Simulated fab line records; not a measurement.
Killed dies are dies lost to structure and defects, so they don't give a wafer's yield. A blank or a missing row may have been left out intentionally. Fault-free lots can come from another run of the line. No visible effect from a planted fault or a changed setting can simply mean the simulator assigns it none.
Struck lot and sound lot, side by side || flow n5_finfet || 36 out of 1938 route steps
Sound: the wafers L425.3, L425.4, L425.6. The struck wafers were L414.3, L414.5, L414.6. The cause comes at the end.
Order at every step that has rows: each side's tool, ch and its chambers, its first start. Under that, the readings that differ: sound wafers || struck wafers || difference of the means || sigmas: that difference in standard deviations of wafers without a fault.
alike: same words and numbers on both sides, and readings whose means sit less than 2 such deviations apart. not compared: any withheld reading, any reading some wafer has no value for, any bound like >300 that may hide the same value, and any number with overlapping values for which the record gives no deviation.
A row with sigmas, a row that says differs or no value, or rows on one side alone: a step with any of these is where the two part. Numbers that have no deviation but don't overlap get no sigmas and don't part them. A reading missing from all wafers of one side parts the sides only when that side holds two or more wafers.

first, 8 steps without rows for these wafers: N5_BEOL_M4_ECD_50 (material Cu, target thk 300 nm); N5_BEOL_M4_ANNEAL_51 (time 90 s); N5_BEOL_M4_CMP_52 (polishes, stops on SiOC, t overpolish 6.8 s, target thk 40 nm); N5_BEOL_M4_PRE_CLEAN_60 (time 15 s); N5_BEOL_M4_CO_CAP_55 (material Co, precursor CCTBA/H2, target thk 2 nm, time 102.1 s); N5_BEOL_M4_PRE_CLEAN_56 (time 15 s); N5_BEOL_M4_DEP_57 (deposits SiCN from 3MS/NH3, target thk 8 nm, time 14 s); N5_BEOL_M5_ILD_DEP_00 (deposits SiCOH lowk from DEMS/porogen, target thk 140.64 nm, time 25.9 s).
N5_BEOL_M5_CURE_79: cures SiCOH lowk, time 240 s.
  sound on uv_cure-01 ch 1, day 14 00:15; struck on uv_cure-03 ch 1, day 11 03:19
  no value came back on the struck wafers for lamp_power_pct (%), run_length_s (s), wafer_temp_C_max; on the sound wafers lamp_power_pct (%) reads 52.26 52.33 52.30
{"reading": "model.SiCOH_lowk_of_BEOL_M5_ILD_DEP_00.thk_nm (nm)", "sound": "120 122.2 122.4", "struck": "138.6 142.8 142.2", "difference": "+19.7", "sigmas": ""}
N5_BEOL_M5_THK_MEAS_01:
  sound: film_metro-01 at day 14 00:36; struck: film_metro-02 at day 11 03:41
{"reading": "M5_ILD_THK (nm)", "sound": "120.1 122.3 122.3", "struck": "138.5 142.9 142.3", "difference": "+19.7", "sigmas": "+11"}
then, 24 steps without rows for these wafers: N5_BEOL_M5_PECVD_70 (deposits SiO2 from TEOS/O2, target thk 16 nm, time 18 s); N5_BEOL_M5_HM_DEP_02 (deposits TiN, target thk 20 nm); N5_BEOL_M5_COAT_59 (time 60 s, resist thk 60 nm); N5_BEOL_M5_COAT_60 (time 60 s, resist thk 12 nm); N5_BEOL_M5_COAT_71 (time 60 s, resist thk 5 nm); N5_BEOL_M5_COAT_05 (resist thk 30 nm); N5_BEOL_M5_EBR_07; N5_BEOL_M5_SOFTBAKE_06 (time 60 s); N5_BEOL_M5_EXPOSE_08 (exposes mask M5, target cd 28 nm); N5_BEOL_M5_PEB_09 (peb time 60 s); N5_BEOL_M5_DEVELOP_10 (develop time 30 s); N5_BEOL_M5_DESCUM_16 (chemistry O2, time 7 s); N5_BEOL_M5_ETCH_72 (etches underlayer in N2/H2, target depth 6.5 nm, time 5.2 s); N5_BEOL_M5_ETCH_61 (etches SiARC in CF4, target depth 15.6 nm, time 26 s); N5_BEOL_M5_ETCH_62 (etches SOC in N2/H2, target depth 75 nm, overetch 15 nm, time 112.5 s); N5_BEOL_M5_STRIP_63 (strips in N2/H2); N5_BEOL_M5_STRIP_73 (strips in N2/H2); N5_BEOL_M5_STRIP_64 (strips in CF4); N5_BEOL_M5_HM_OPEN_17 (chemistry Cl2/BCl3, target TiN, target depth 20 nm, overetch 6 nm); N5_BEOL_M5_STRIP_19 (strips in O2); N5_BEOL_M5_COAT_65 (time 60 s, resist thk 60 nm); N5_BEOL_M5_COAT_66 (time 60 s, resist thk 12 nm); N5_BEOL_M5_COAT_74 (time 60 s, resist thk 5 nm); N5_BEOL_M5_COAT_22 (resist thk 30 nm).
N5_BEOL_M5_CMP_52: polishes, stops on SiCOH lowk, t overpolish 6.9 s, target thk 62 nm.
  sound on cmp-03 ch 0,1,2, day 14 10:14; struck on cmp-03 ch 0,1,3, day 11 12:33
{"reading": "model.SiCOH_lowk_of_BEOL_M5_ILD_DEP_00.thk_nm (nm)", "sound": "117 119.2 119.4", "struck": "135.6 139.8 139.2", "difference": "+19.7", "sigmas": ""}
  alike: clearing_platen_rpm, edge_zone_pressure_frac, motor_current_A, retaining_ring_pressure_frac
-- here the record skips 4 days between the struck wafers' starts before and after, leaving off in module BEOL_M5 and picking up in module PASSIVATION (first step shown: number 1936 of the route) --
N5_PASSIVATION_PROBE_49:
  sound: prober-01 at day 17 20:17; struck: prober-02 at day 15 07:07
  alike: defect_limited_yield, killed_at_M0_to_M3, killed_at_M4_up, killed_at_contacts, killed_at_front_end, killed_at_other, killed_dies, killed_open, killed_short, sort_bin_5_function, sort_bin_6_memory, sort_n_pass, sort_yield_pct

WHERE THEY PART
Last at N5_BEOL_M5_THK_MEAS_01 as far as this record goes, first at N5_BEOL_M5_CURE_79. Later steps at which nothing parts them and some readings are alike: N5_BEOL_M5_CMP_52, N5_PASSIVATION_PROBE_49.

WHY: the cause the simulator had injected
Skipped step whole: uv_cure-03, from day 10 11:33 on, at N5_BEOL_M5_CURE_79. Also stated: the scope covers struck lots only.
